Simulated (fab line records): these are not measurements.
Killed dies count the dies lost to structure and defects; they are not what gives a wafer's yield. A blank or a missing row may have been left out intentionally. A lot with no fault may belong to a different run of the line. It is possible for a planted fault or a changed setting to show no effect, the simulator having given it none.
fab line records	flow n5-finfet
[record] lots = 7	wafers = 21
route steps=1938 shown BEOL_M4@1021 BEOL_M5@1141 BEOL_M6@1194 BEOL_M7@1289 BEOL_M8@1335
start-h: the number of hours between the record's first day and the start of the first shown wafer of the lot	wait-h: hours since the lot's step before	" repeats the value in the row above	L1.1+2: a row that stands for several wafers	- no value, or no start given	* or withheld: withheld	< > ~ a bound
route shown NAME@n: a module of which the file shows steps, and the number in the route of the first	usual: mean/standard deviation of fault-free wafers	same: alike in all rows	chamber/n: place in a boat	sites: per-site readings	_std_site: their standard deviation	_edge_site: outer sites' mean less inner sites'	radius-mm: for every site, how far away it sits from the centre of the wafer	mask NAME#n: copy n	behind: the last tool/chamber to shape the wafer	hold: why the lot went on hold/how many hours it stayed there/how the hold came to an end	device: the n, p or np transistor that did not switch	end of line: tests run on the same wafers once the route is complete	for a step that has no rows: nothing shown but its recipe	killed: not the wafer's yield, but the dies lost to structure and defects at the first sort	map: the dies of a wafer, with x for killed, . for not killed, _ for no die there
set.NAME: the setting that was run; set.NAME@STEP: the one run at that earlier step	model.NAME: the simulator's own value behind a step, which no gauge read
lots with deliberately changed settings; one table per step, one row per wafer
[[steps]]
[step N5_BEOL_M4_ILD_DEP_00]
[recipe] material = SiOC	target-thk-a = 790	temp-c = 350	precursor = DEMS/O2	pressure-torr = 5	rf-w = 500	time-s = 15.3
lot.wafer	tool	chamber	start-h	wait-h	set.time-s	model.SiOC_of_BEOL_M4_ILD_DEP_00.thk-nm
L077.1	pecvd-04	1	186.69	0.0	17.06	86.8
L077.2	"	0	"	"	17.06	87.6
L077.4	"	1	"	"	15.3	79
L079.1	pecvd-01	2	195.05	0.0	15.3	79.6
L079.3	"	0	"	"	15.3	78.6
L079.4	"	1	"	"	15.3	80
L087.1	pecvd-04	0	235.86	0.0	15.3	78.6
L087.2	"	2	"	"	13.1	66.4
L087.4	"	2	"	"	15.3	79.6
L089.2	pecvd-01	1	247.90	0.0	16.79	86
L089.3	"	2	"	"	16.79	87.2
L089.6	"	0	"	"	15.3	81
L093.3	pecvd-02	2	263.02	0.0	16.23	84.2
L093.5	"	1	"	"	15.3	81
L093.6	"	2	"	"	16.23	85.6
L092.2	pecvd-01	0	266.65	0.0	15.3	79
L092.4	"	0	"	"	13.17	69.8
L092.5	"	1	"	"	15.3	79.8
L096.3	pecvd-02	1	296.32	0.0	15.3	78.4
L096.4	"	2	"	"	15.3	78.6
L096.6	"	1	"	"	15.3	79.8
[step N5_BEOL_M4_THK_MEAS_01]
[recipe] reads = SiOC_of_BEOL_M4_ILD_DEP_00
[usual] M4_ILD_THK = 79.1/0.99
lot.wafer	tool	chamber	start-h	wait-h	set.time-s@BEOL_M4_ILD_DEP_00	M4_ILD_THK[nm]
L077.1	film-metro-02	-	186.76	0.0	17.06	86.9
L077.2	"	-	"	"	17.06	87.7
L077.4	"	-	"	"	15.3	78.9
L079.1	film-metro-01	-	195.12	0.0	15.3	79.7
L079.3	"	-	"	"	15.3	78.6
L079.4	"	-	"	"	15.3	80.0
L087.1	film-metro-01	-	235.93	0.0	15.3	78.7
L087.2	"	-	"	"	13.1	66.5
L087.4	"	-	"	"	15.3	79.5
L089.2	film-metro-01	-	247.97	0.1	16.79	86.1
L089.3	"	-	"	"	16.79	87.2
L089.6	"	-	"	"	15.3	80.9
L093.3	film-metro-02	-	263.09	0.1	16.23	84.2
L093.5	"	-	"	"	15.3	80.9
L093.6	"	-	"	"	16.23	85.5
L092.2	film-metro-01	-	266.72	0.1	15.3	79.1
L092.4	"	-	"	"	13.17	69.9
L092.5	"	-	"	"	15.3	79.7
L096.3	film-metro-02	-	296.39	0.1	15.3	78.3
L096.4	"	-	"	"	15.3	78.7
L096.6	"	-	"	"	15.3	79.7
[step N5_BEOL_M4_COAT_62]
[recipe] resist = SiARC	temp-c = 220	time-s = 60	spin-rpm = 1500	resist-thk-nm = 12
lot.wafer	tool	chamber	start-h	wait-h	set.spin-rpm	model.SiARC_of_BEOL_M4_COAT_62.thk-nm
L077.1+4	litho-track-03	0	-	-	1340	12.8
L077.2	"	0	"	"	1500	12
L079.1+3+4	litho-track-04	0	-	-	1500	12
L087.1+2+4	litho-track-01	0	-	-	1500	12
L089.2+3	litho-track-04	0	-	-	1500	12
L089.6	"	0	"	"	1587	11.6
L093.3+5+6	litho-track-01	0	-	-	1500	12
L092.2	litho-track-01	0	-	-	1500	12
L092.4+5	"	0	"	"	1434	12.2
L096.3+6	litho-track-03	0	-	-	1500	12
L096.4	"	0	"	"	1593	11.6
[step N5_BEOL_M4_COAT_73]
[recipe] resist = underlayer	temp-c = 205	time-s = 60	spin-rpm = 1500	resist-thk-nm = 5
[step N5_BEOL_M4_COAT_05]
[recipe] resist = CAR-EUV	spin-rpm = 1500	resist-thk-nm = 30
[step N5_BEOL_M4_DESCUM_16]
[recipe] chemistry = O2	time-s = 7	source-power-w = 50	bias-power-w = 20	pressure-mtorr = 20	rf-frequency-hz = 2.712e+07	temp-c = 40	resist = CAR-EUV	o2-flow-sccm = 225
[step N5_BEOL_M4_ETCH_74]
[recipe] chemistry = N2/H2	target = underlayer	target-depth-a = 65	mask-material = CAR-EUV	time-s = 5.2	ion-energy-ev = 200	pressure-mtorr = 30	source-w = 840	bias-w = 150	n2-flow-sccm = 200	h2-flow-sccm = 200	ends = cleared
[step N5_BEOL_M4_ETCH_63]
[recipe] chemistry = CF4	target = SiARC	target-depth-a = 156	mask-material = CAR-EUV	time-s = 26	ion-energy-ev = 80	pressure-mtorr = 40	source-w = 545	bias-w = 36	Ar_flow_sccm = 100	cf4-flow-sccm = 100	ends = cleared
lot.wafer	tool	chamber	start-h	wait-h	set.spin-rpm@BEOL_M4_COAT_62	model.etch.depth-nm
L077.1	rie-diel-04	3	188.47	0.0	1340	12.78
L077.2	"	1	"	"	1500	12.02
L077.4	"	1	"	"	1340	12.73
L079.1	rie-diel-05	3	196.89	0.0	1500	11.96
L079.3	"	1	"	"	1500	11.95
L079.4	"	0	"	"	1500	11.94
L087.1	rie-diel-06	0	238.15	0.0	1500	12.02
L087.2	"	1	"	"	1500	11.96
L087.4	"	2	"	"	1500	11.94
L089.2	rie-diel-06	1	248.63	0.0	1500	12.01
L089.3	"	3	"	"	1500	11.99
L089.6	"	3	"	"	1587	11.65
L093.3	rie-diel-04	3	264.90	0.0	1500	12.04
L093.5+6	"	0,3	"	"	1500	12.03
L092.2	rie-diel-06	0	267.82	0.0	1500	11.99
L092.4	"	2	"	"	1434	12.27
L092.5	"	0	"	"	1434	12.25
L096.3	rie-diel-04	3	297.65	0.0	1500	12.03
L096.4	"	2	"	"	1593	11.67
L096.6	"	3	"	"	1500	12.06
[step N5_BEOL_M4_TRENCH_ETCH_37]
[recipe] chemistry = C4F6/O2	target-depth-a = 555.55	target = SiOC	time-s = 29.2	ion-energy-ev = 250	pressure-mtorr = 30	source-w = 355	bias-w = 185	Ar_flow_sccm = 300	C4F6_flow_sccm = 10	O2_flow_sccm = 10
[usual] rf-vpp-V = 665/13
lot.wafer	tool	chamber	start-h	wait-h	set.bias-w	rf-vpp-V
L077.1	rie-diel-06	1	-	-	185	654
L077.2	"	3	"	"	185	670
L077.4	"	2	"	"	185	668
L079.1	rie-diel-04	3	-	-	185	670
L079.3	"	1	"	"	185	640
L079.4	"	2	"	"	185	682
L087.1	rie-diel-05	2	-	-	185	690
L087.2	"	1	"	"	185	642
L087.4	"	0	"	"	185	674
L089.2	rie-diel-04	1	-	-	160.9	572
L089.3	"	2	"	"	185	681
L089.6	"	0	"	"	185	658
L093.3	rie-diel-04	3	-	-	185	668
L093.5	"	0	"	"	199.9	699
L093.6	"	3	"	"	199.9	710
L092.2	rie-diel-06	3	-	-	185	669
L092.4	"	2	"	"	185	667
L092.5	"	1	"	"	159.6	582
L096.3	rie-diel-06	1	-	-	185	653
L096.4	"	0	"	"	159.5	588
L096.6	"	2	"	"	159.5	593
[step N5_BEOL_M5_COAT_74]
[recipe] resist = underlayer	temp-c = 205	time-s = 60	spin-rpm = 1500	resist-thk-nm = 5
lot.wafer	tool	chamber	start-h	wait-h	set.spin-rpm
L077.1+2+4	litho-track-01	0	-	-	1500
L079.1+3+4	litho-track-01	0	-	-	1500
L087.1+2	litho-track-02	0	-	-	1441
L087.4	"	0	"	"	1500
L089.2+3	litho-track-01	0	-	-	1500
L089.6	"	0	"	"	1559
L093.3+5+6	litho-track-05	0	-	-	1500
L092.2	litho-track-05	0	-	-	1500
L092.4+5	"	0	"	"	1449
L096.3+6	litho-track-01	0	-	-	1500
L096.4	"	0	"	"	1652
[step N5_BEOL_M5_COAT_22]
[recipe] resist = CAR-EUV	spin-rpm = 1500	resist-thk-nm = 30
lot.wafer	tool	chamber	start-h	wait-h	set.spin-rpm	model.CAR-EUV_of_BEOL_M5_COAT_22.thk-nm
L077.1+4	litho-track-01	0	-	-	1500	30.2
L077.2	"	0	"	"	1500	30
L079.1+3+4	litho-track-01	0	-	-	1500	30
L087.1+4	litho-track-02	0	-	-	1422	30.8
L087.2	"	0	"	"	1500	30.2
L089.2	litho-track-01	0	-	-	1645	28.8
L089.3	"	0	"	"	1500	30.2
L089.6	"	0	"	"	1500	30
L093.3+5	litho-track-05	0	-	-	1500	30.2
L093.6	"	0	"	"	1640	28.8
L092.2	litho-track-05	0	-	-	1406	31.2
L092.4+5	"	0	"	"	1500	30
L096.3+6	litho-track-01	0	-	-	1389	31
L096.4	"	0	"	"	1500	30
[step N5_BEOL_M5_EBR_24]
[recipe] solvent = PGMEA	ebr-width-mm = 1.5
[step N5_BEOL_M5_SOFTBAKE_23]
[recipe] temp-c = 110	time-s = 60	resist = CAR-EUV
[step N5_BEOL_M5_DESCUM_33]
[recipe] chemistry = O2	time-s = 7	source-power-w = 50	bias-power-w = 20	pressure-mtorr = 20	rf-frequency-hz = 2.712e+07	temp-c = 40	resist = CAR-EUV	o2-flow-sccm = 225
[step N5_BEOL_M5_ETCH_75]
[recipe] chemistry = N2/H2	target = underlayer	target-depth-a = 65	mask-material = CAR-EUV	time-s = 5.2	ion-energy-ev = 200	pressure-mtorr = 30	source-w = 840	bias-w = 150	n2-flow-sccm = 200	h2-flow-sccm = 200	ends = cleared
lot.wafer	tool	chamber	start-h	wait-h	set.spin-rpm@BEOL_M5_COAT_74	model.etch.depth-nm
L077.1	rie-diel-02	0	202.62	0.0	1500	4.981
L077.2	"	1	"	"	1500	4.998
L077.4	"	3	"	"	1500	5.002
L079.1	rie-diel-03	1	209.73	0.0	1500	5.015
L079.3	"	0	"	"	1500	5.019
L079.4	"	2	"	"	1500	4.998
L087.1	rie-diel-02	2	251.62	0.0	1441	5.094
L087.2	"	1	"	"	1441	5.102
L087.4	"	3	"	"	1500	4.986
L089.2	rie-diel-02	1	263.60	0.0	1500	4.991
L089.3	"	2	"	"	1500	4.993
L089.6	"	3	"	"	1559	4.908
L093.3	rie-diel-01	1	279.98	0.0	1500	5.008
L093.5	"	2	"	"	1500	5.027
L093.6	"	1	"	"	1500	4.995
L092.2	rie-diel-02	1	291.54	0.0	1500	4.988
L092.4	"	3	"	"	1449	5.054
L092.5	"	1	"	"	1449	5.087
L096.3	rie-diel-02	3	315.20	0.0	1500	5.008
L096.4	"	0	"	"	1652	4.769
L096.6	"	2	"	"	1500	5.005
[step N5_BEOL_M6_ILD_DEP_00]
[recipe] material = SiCOH_lowk	target-thk-a = 1797.5	temp-c = 300	precursor = DEMS/porogen	pressure-torr = 5	rf-w = 500	time-s = 33.4
lot.wafer	tool	chamber	start-h	wait-h	set.time-s	model.SiCOH_lowk_of_BEOL_M6_ILD_DEP_00.thk-nm
L077.1	pecvd-04	1	210.17	0.0	33.4	179.4
L077.2	"	0	"	"	31.56	166
L077.4	"	1	"	"	31.56	170.2
L079.1	pecvd-04	1	217.00	0.0	33.4	176.4
L079.3	"	0	"	"	33.4	177.2
L079.4	"	1	"	"	33.4	180.8
L087.1	pecvd-04	0	258.86	0.0	34.77	185.6
L087.2	"	2	"	"	33.4	180.4
L087.4	"	2	"	"	34.77	190.2
L089.2	pecvd-03	2	271.31	0.0	33.4	181.4
L089.3	"	1	"	"	33.4	180.4
L089.6	"	1	"	"	29.24	161.4
L093.3	pecvd-01	1	288.54	0.0	33.4	177
L093.5	"	1	"	"	33.4	180.4
L093.6	"	0	"	"	33.4	180.8
L092.2	pecvd-04	2	300.25	0.0	34.81	185.4
L092.4	"	2	"	"	34.81	190
L092.5	"	1	"	"	34.81	190.8
L096.3	pecvd-01	2	322.25	0.1	33.4	180.4
L096.4	"	0	"	"	33.4	178.2
L096.6	"	2	"	"	33.4	181.2
[step N5_BEOL_M6_CURE_74]
[recipe] temp-c = 385	time-s = 240	ambient = He/Ar	material = SiCOH_lowk
lot.wafer	tool	chamber	start-h	wait-h	set.time-s@BEOL_M6_ILD_DEP_00	model.SiCOH_lowk_of_BEOL_M6_ILD_DEP_00.thk-nm
L077.1	uv-cure-03	1	210.26	0.1	33.4	154.6
L077.2	"	1	"	"	31.56	143
L077.4	"	1	"	"	31.56	146.6
L079.1	uv-cure-02	2	217.09	0.1	33.4	152
L079.3	"	2	"	"	33.4	152.8
L079.4	"	2	"	"	33.4	156
L087.1	uv-cure-02	2	258.92	0.0	34.77	160.2
L087.2	"	2	"	"	33.4	155.6
L087.4	"	2	"	"	34.77	164
L089.2	uv-cure-02	1	271.45	0.1	33.4	156.4
L089.3	"	1	"	"	33.4	155.6
L089.6	"	1	"	"	29.24	139
L093.3	uv-cure-01	2	288.76	0.2	33.4	152.6
L093.5	"	2	"	"	33.4	155.6
L093.6	"	2	"	"	33.4	156
L092.2	uv-cure-03	2	300.76	0.5	34.81	160
L092.4	"	2	"	"	34.81	164
L092.5	"	2	"	"	34.81	164.6
L096.3	uv-cure-01	2	322.63	0.4	33.4	155.6
L096.4	"	2	"	"	33.4	153.6
L096.6	"	2	"	"	33.4	156.2
[step N5_BEOL_M6_THK_MEAS_01]
[recipe] reads = SiCOH_lowk_of_BEOL_M6_ILD_DEP_00
[usual] M6_ILD_THK = 155.0/2
lot.wafer	tool	chamber	start-h	wait-h	set.time-s@BEOL_M6_ILD_DEP_00	M6_ILD_THK[nm]
L077.1	film-metro-02	-	210.77	0.4	33.4	154.5
L077.2	"	-	"	"	31.56	143.1
L077.4	"	-	"	"	31.56	146.7
L079.1	film-metro-02	-	217.60	0.4	33.4	152.1
L079.3	"	-	"	"	33.4	152.7
L079.4	"	-	"	"	33.4	155.9
L087.1	film-metro-02	-	259.44	0.4	34.77	160.0
L087.2	"	-	"	"	33.4	155.6
L087.4	"	-	"	"	34.77	164.0
L089.2	film-metro-01	-	271.88	0.4	33.4	156.4
L089.3	"	-	"	"	33.4	155.5
L089.6	"	-	"	"	29.24	139.0
L093.3	film-metro-01	-	289.12	0.3	33.4	152.6
L093.5	"	-	"	"	33.4	155.6
L093.6	"	-	"	"	33.4	156.0
L092.2	film-metro-01	-	301.19	0.4	34.81	160.0
L092.4	"	-	"	"	34.81	163.9
L092.5	"	-	"	"	34.81	164.8
L096.3	film-metro-02	-	323.31	0.5	33.4	155.6
L096.4	"	-	"	"	33.4	153.8
L096.6	"	-	"	"	33.4	156.1
[step N5_BEOL_M6_PECVD_70]
[recipe] material = SiO2	target-thk-a = 200	temp-c = 400	precursor = TEOS/O2	pressure-torr = 5.5	rf-w = 450	teos-flow-sccm = 53.8	gas = O2	flow-sccm = 3000	time-s = 22.7
lot.wafer	tool	chamber	start-h	wait-h	set.time-s	model.SiO2_of_BEOL_M6_PECVD_70.thk-nm
L077.1	pecvd-03	0	210.81	0.0	19.98	17.4
L077.2	"	1	"	"	22.7	19.4
L077.4	"	1	"	"	19.98	17.8
L079.1	pecvd-03	0	217.64	0.0	22.7	19.6
L079.3	"	2	"	"	22.7	19.4
L079.4	"	1	"	"	22.7	20
L087.1	pecvd-04	1	259.47	0.0	21.77	19
L087.2	"	0	"	"	21.77	19.4
L087.4	"	1	"	"	22.7	20.2
L089.2+3	pecvd-01	1,0	271.92	0.0	22.7	20.2
L089.6	"	0	"	"	22.7	20.6
L093.3+6	pecvd-01	0,1	289.15	0.0	22.7	20.2
L093.5	"	0	"	"	25.6	23
L092.2	pecvd-03	2	301.23	0.0	22.7	19.6
L092.4	"	0	"	"	22.7	20
L092.5	"	2	"	"	22.7	19.8
L096.3	pecvd-04	1	323.34	0.0	25.34	21.8
L096.4	"	0	"	"	25.34	22.4
L096.6	"	2	"	"	22.7	20
[step N5_BEOL_M7_COAT_71]
[recipe] resist = underlayer	temp-c = 205	time-s = 60	spin-rpm = 1500	resist-thk-nm = 5
lot.wafer	tool	chamber	start-h	wait-h	set.spin-rpm
L077.1+4	litho-track-05	0	-	-	1500
L077.2	"	0	"	"	1400
L079.1+3+4	litho-track-03	0	-	-	1500
L087.1+4	litho-track-03	0	-	-	1500
L087.2	"	0	"	"	1400
L089.2+6	litho-track-01	0	-	-	1426
L089.3	"	0	"	"	1500
L093.3+5+6	litho-track-01	0	-	-	1500
L092.2+4	litho-track-03	0	-	-	1609
L092.5	"	0	"	"	1500
L096.3+4+6	litho-track-05	0	-	-	1500
[step N5_BEOL_M7_DESCUM_33]
[recipe] chemistry = O2	time-s = 7	source-power-w = 50	bias-power-w = 20	pressure-mtorr = 20	rf-frequency-hz = 2.712e+07	temp-c = 40	resist = CAR-EUV	o2-flow-sccm = 225
lot.wafer	tool	chamber	start-h	wait-h	set.time-s	model.CAR-EUV_of_BEOL_M7_COAT_22.thk-nm
L077.1	rie-diel-03	1	223.41	0.0	7	26
L077.2+4	"	3,0	"	"	7	26.2
L079.1+3+4	rie-diel-02	3,0,1	227.55	0.0	7	26
L087.1	rie-diel-03	0	274.11	0.2	7.966	25.6
L087.2	"	3	"	"	7	26
L087.4	"	2	"	"	7	26.2
L089.2	rie-diel-02	2	284.80	0.0	6.511	26.2
L089.3	"	1	"	"	7	26
L089.6	"	0	"	"	6.511	26.4
L093.3	rie-diel-03	2	302.53	0.0	7	26
L093.5	"	0	"	"	5.932	26.4
L093.6	"	1	"	"	5.932	26.6
L092.2+5	rie-diel-03	2,0	311.26	0.0	7	26
L092.4	"	0	"	"	7.574	25.8
L096.3+4	rie-diel-02	2,0	334.87	0.3	7	26.2
L096.6	"	3	"	"	6.588	26.2
[step N5_BEOL_M7_ETCH_72]
[recipe] chemistry = N2/H2	target = underlayer	target-depth-a = 65	mask-material = CAR-EUV	time-s = 5.2	ion-energy-ev = 200	pressure-mtorr = 30	source-w = 840	bias-w = 150	n2-flow-sccm = 200	h2-flow-sccm = 200	ends = cleared
lot.wafer	tool	chamber	start-h	wait-h	set.spin-rpm@BEOL_M7_COAT_71	model.etch.depth-nm
L077.1	rie-diel-03	1	223.45	0.0	1500	5.025
L077.2	"	3	"	"	1400	5.177
L077.4	"	0	"	"	1500	5.017
L079.1+3+4	rie-diel-02	3,0,1	227.59	0.0	1500	5.004
L087.1	rie-diel-03	0	274.15	0.0	1500	4.984
L087.2	"	3	"	"	1400	5.168
L087.4	"	2	"	"	1500	4.997
L089.2	rie-diel-02	2	284.83	0.0	1426	5.149
L089.3	"	1	"	"	1500	5.013
L089.6	"	0	"	"	1426	5.144
L093.3	rie-diel-03	2	302.56	0.0	1500	4.991
L093.5	"	0	"	"	1500	5.001
L093.6	"	1	"	"	1500	4.99
L092.2	rie-diel-03	2	311.29	0.0	1609	4.8
L092.4	"	0	"	"	1609	4.821
L092.5	"	0	"	"	1500	4.993
L096.3	rie-diel-02	2	334.91	0.0	1500	4.984
L096.4	"	0	"	"	1500	4.988
L096.6	"	3	"	"	1500	4.986
[step N5_BEOL_M8_PECVD_70]
[recipe] material = SiO2	target-thk-a = 200	temp-c = 400	precursor = TEOS/O2	pressure-torr = 5.5	rf-w = 450	teos-flow-sccm = 53.8	gas = O2	flow-sccm = 3000	time-s = 22.7
lot.wafer	tool	chamber	start-h	wait-h	set.temp-c	model.SiO2_of_BEOL_M8_PECVD_70.thk-nm
L077.1	pecvd-01	1	227.27	0.0	400	20.2
L077.2	"	2	"	"	400	19.4
L077.4	"	2	"	"	400	20
L079.1+3	pecvd-02	0,2	232.23	0.0	400	19.8
L079.4	"	2	"	"	400	20.2
L087.1	pecvd-01	0	279.25	0.0	400	19.8
L087.2	"	2	"	"	400	19.4
L087.4	"	2	"	"	382.3	22
L089.2+3	pecvd-04	1,0	289.05	0.0	400	19.8
L089.6	"	2	"	"	404.7	19.2
L093.3	pecvd-04	0	306.27	0.0	400	19.8
L093.5	"	1	"	"	400	20
L093.6	"	0	"	"	400	20.2
L092.2	pecvd-01	1	315.82	0.0	400	20
L092.4	"	2	"	"	395.2	20.6
L092.5	"	0	"	"	395.2	20.8
L096.3	pecvd-01	0	338.99	0.0	385.7	21.4
L096.4	"	1	"	"	400	20.4
L096.6	"	2	"	"	400	20.2
[[key]]
[split] step = N5_BEOL_M4_ILD_DEP_00	setting = time-s	stated = 15.3	by = wafer
[response] step = N5_BEOL_M4_ILD_DEP_00	reading = model.SiOC_of_BEOL_M4_ILD_DEP_00.thk-nm	change = +0.735	per = 1%	r = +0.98
[response] step = N5_BEOL_M4_THK_MEAS_01	reading = M4_ILD_THK	change = +0.738	per = 1%	r = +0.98
[split] step = N5_BEOL_M4_COAT_62	setting = spin-rpm	stated = 1500	by = wafer
[response] step = N5_BEOL_M4_COAT_62	reading = model.SiARC_of_BEOL_M4_COAT_62.thk-nm	change = -0.0693	per = 1%	r = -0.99
[response] step = N5_BEOL_M4_ETCH_63	reading = model.etch.depth-nm	change = -0.0652	per = 1%	r = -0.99
[split] step = N5_BEOL_M4_TRENCH_ETCH_37	setting = bias-w	stated = 185	by = wafer
[response] step = N5_BEOL_M4_TRENCH_ETCH_37	reading = rf-vpp-V	change = +5.88	per = 1%	r = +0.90
[split] step = N5_BEOL_M5_COAT_74	setting = spin-rpm	stated = 1500	by = wafer
[response] step = N5_BEOL_M5_ETCH_75	reading = model.etch.depth-nm	change = -0.0238	per = 1%	r = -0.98
[split] step = N5_BEOL_M5_COAT_22	setting = spin-rpm	stated = 1500	by = wafer
[response] step = N5_BEOL_M5_COAT_22	reading = model.CAR-EUV_of_BEOL_M5_COAT_22.thk-nm	change = -0.145	per = 1%	r = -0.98
[split] step = N5_BEOL_M6_ILD_DEP_00	setting = time-s	stated = 33.4	by = wafer
[response] step = N5_BEOL_M6_ILD_DEP_00	reading = model.SiCOH_lowk_of_BEOL_M6_ILD_DEP_00.thk-nm	change = +1.66	per = 1%	r = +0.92
[response] step = N5_BEOL_M6_CURE_74	reading = model.SiCOH_lowk_of_BEOL_M6_ILD_DEP_00.thk-nm	change = +1.45	per = 1%	r = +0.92
[response] step = N5_BEOL_M6_THK_MEAS_01	reading = M6_ILD_THK	change = +1.44	per = 1%	r = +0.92
[split] step = N5_BEOL_M6_PECVD_70	setting = time-s	stated = 22.7	by = wafer
[response] step = N5_BEOL_M6_PECVD_70	reading = model.SiO2_of_BEOL_M6_PECVD_70.thk-nm	change = +0.187	per = 1%	r = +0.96
[split] step = N5_BEOL_M7_COAT_71	setting = spin-rpm	stated = 1500	by = wafer
[response] step = N5_BEOL_M7_ETCH_72	reading = model.etch.depth-nm	change = -0.0253	per = 1%	r = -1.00
[split] step = N5_BEOL_M7_DESCUM_33	setting = time-s	stated = 7	by = wafer
[response] step = N5_BEOL_M7_DESCUM_33	reading = model.CAR-EUV_of_BEOL_M7_COAT_22.thk-nm	change = -0.0318	per = 1%	r = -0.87
[split] step = N5_BEOL_M8_PECVD_70	setting = temp-c	stated = 400	by = wafer
[response] step = N5_BEOL_M8_PECVD_70	reading = model.SiO2_of_BEOL_M8_PECVD_70.thk-nm	change = -0.458	per = 1%	r = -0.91
